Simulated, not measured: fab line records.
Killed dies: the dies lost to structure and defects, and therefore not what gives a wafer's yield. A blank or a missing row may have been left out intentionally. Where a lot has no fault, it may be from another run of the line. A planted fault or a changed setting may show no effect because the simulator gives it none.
Chamber matching / flow n5 finfet / rie diel-06 running N5_BEOL_M4_ETCH_63: 4 sister chambers
The step etches SiARC in CF4, target depth 15.6 nm, time 26 s. 4 wafers are shown with their chamber, then 9 later ones without.

== EACH WAFER AND ITS CHAMBER ==
wafer=L083.6; chamber=3; drypump motor current A (A)=5.7
wafer=L086.2; chamber=2; drypump motor current A (A)=6.4
wafer=L086.4; chamber=1; drypump motor current A (A)=5.5
wafer=L086.5; chamber=0; drypump motor current A (A)=4.8

== WAFERS WHOSE CHAMBER IS MISSING ==
wafer=L087.2; drypump motor current A (A)=4.9
wafer=L087.3; drypump motor current A (A)=5.7
wafer=L087.6; drypump motor current A (A)=4.8
wafer=L093.1; drypump motor current A (A)=6.4
wafer=L093.2; drypump motor current A (A)=5.7
wafer=L093.6; drypump motor current A (A)=5.7
wafer=L097.1; drypump motor current A (A)=6.4
wafer=L097.2; drypump motor current A (A)=5.5
wafer=L097.4; drypump motor current A (A)=4.9

== CHAMBER TAKEN BY EACH ==
wafer=L087.2; from the rows above=0; in truth=0
wafer=L087.3; from the rows above=3; in truth=3
wafer=L087.6; from the rows above=0; in truth=0
wafer=L093.1; from the rows above=2; in truth=2
wafer=L093.2; from the rows above=3; in truth=3
wafer=L093.6; from the rows above=3; in truth=3
wafer=L097.1; from the rows above=2; in truth=2
wafer=L097.2; from the rows above=1; in truth=1
wafer=L097.4; from the rows above=0; in truth=0
9 of 9 placed correctly. Number that these rows cannot place: 0. Number placed wrongly: 0.
How it was worked out, from the rows above alone: a wafer's distance from a chamber is the root of the sum, over the readings, of the square of ((its reading less the chamber's mean) divided by the reading's scatter). If the next closest chamber is less than 2 further off than the closest, the wafer can't be placed; otherwise it belongs to the closest. For every chamber, the mean is computed from those of its wafers that are shown. The scatter: root of mean squared gap, hidden wafer to nearest shown wafer, with one shown wafer a chamber.
